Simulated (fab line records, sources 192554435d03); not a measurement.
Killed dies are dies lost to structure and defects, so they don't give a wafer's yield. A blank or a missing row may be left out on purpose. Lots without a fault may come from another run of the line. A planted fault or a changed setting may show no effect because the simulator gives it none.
A struck lot beside a sound one | flow n5_finfet | 14 steps out of a route of 1938
Sound: wafers L574.3, L574.4, L574.5. Struck: wafers L570.3, L570.4, L570.6. The cause comes at the end.
At each step with rows: each side's tool, then ch and its chambers, then its first start. Under that, the readings that differ: sound wafers | struck wafers | difference of the means | sigmas: that difference in standard deviations of wafers without a fault.
alike: readings whose means differ by less than 2 such deviations, and words and numbers that are the same on both sides. not compared: withheld readings, readings that some wafer has no value for, bounds like >300 that may hide the same value, and numbers for which the record gives no deviation and whose values overlap.
The two part at a step that has a row with sigmas, a row that says differs or no value, or rows on one side only. Numbers that don't overlap but have no deviation are shown without sigmas and don't part them. A reading that every wafer of one side lacks parts them only if that side has two wafers or more.

N5_BEOL_M8_RS_MEAS_57: measures by four-point-probe.
  sound on film_metro-02, day 12 22:02; struck on film_metro-01, day 11 04:20
  alike: M8_RS
N5_BEOL_M8_INSPECT_58: inspects for defects (darkfield).
  sound on defect_inspect-02, day 12 22:04; struck on defect_inspect-02, day 11 04:21
  alike: raw_defect_count
N5_BEOL_M9_ILD_DEP_00: deposits SiCOH lowk from DEMS/porogen, target thk 308.51 nm, time 58 s.
  sound on pecvd-03 ch 1,2, day 12 22:06; struck on pecvd-03 ch 0,1, day 11 04:23
  alike: heater_power_w, showerhead_plenum_p_Torr, susceptor_temp_C, throttle_valve_pct
N5_BEOL_M9_CURE_71: cures SiCOH lowk, time 240 s.
  sound on uv_cure-01 ch 2, day 12 22:20; struck on uv_cure-02 ch 0, day 11 04:38
  reading          | sound             | struck            | difference | sigmas
  wafer_temp_C_max | 386.2 386.2 386.1 | 387.5 387.7 386.8 | +1.2       | +2
  alike: lamp_power_pct
N5_BEOL_M9_THK_MEAS_01:
  sound on film_metro-01, day 12 22:41; struck on film_metro-01, day 11 04:59
  alike: M9_ILD_THK
N5_BEOL_M9_PECVD_70: deposits SiO2 from TEOS/O2, target thk 20 nm, time 22.7 s.
  sound on pecvd-01 ch 0,2, day 12 22:43; struck on pecvd-01 ch 0,1,2, day 11 05:01
  alike: heater_power_w, showerhead_plenum_p_Torr, susceptor_temp_C, throttle_valve_pct
N5_BEOL_M9_HM_DEP_02: deposits TiN, target thk 20 nm.
  sound on pvd_sputter-01, day 12 23:52; struck on pvd_sputter-01, day 11 05:17
  alike: susceptor_temp_C, throttle_valve_pct
then, 5 steps without rows for these wafers: N5_BEOL_M9_COAT_59 (time 60 s, resist thk 100 nm); N5_BEOL_M9_COAT_60 (time 60 s, resist thk 30 nm); N5_BEOL_M9_COAT_05 (resist thk 90 nm); N5_BEOL_M9_EBR_07; N5_BEOL_M9_SOFTBAKE_06 (time 60 s).
N5_BEOL_M9_EXPOSE_08: exposes mask M9.
  sound on arfi_scanner-03 ch 0, day 13 00:08; struck on arfi_scanner-02, day 11 05:32
  no value came back on the struck wafers for dipole_opening_deg (degrees), exposure_dose_mJ_cm2, na, stage_vel_mm_s (mm/s); on the sound wafers dipole_opening_deg (degrees) reads 40 40 40
  alike: mask
then, 1 step without rows for these wafers: N5_BEOL_M9_PEB_09 (peb time 60 s).

WHERE THEY PART
First at N5_BEOL_M9_CURE_71; last, within this record, at N5_BEOL_M9_EXPOSE_08.

WHY: what the simulator had put in
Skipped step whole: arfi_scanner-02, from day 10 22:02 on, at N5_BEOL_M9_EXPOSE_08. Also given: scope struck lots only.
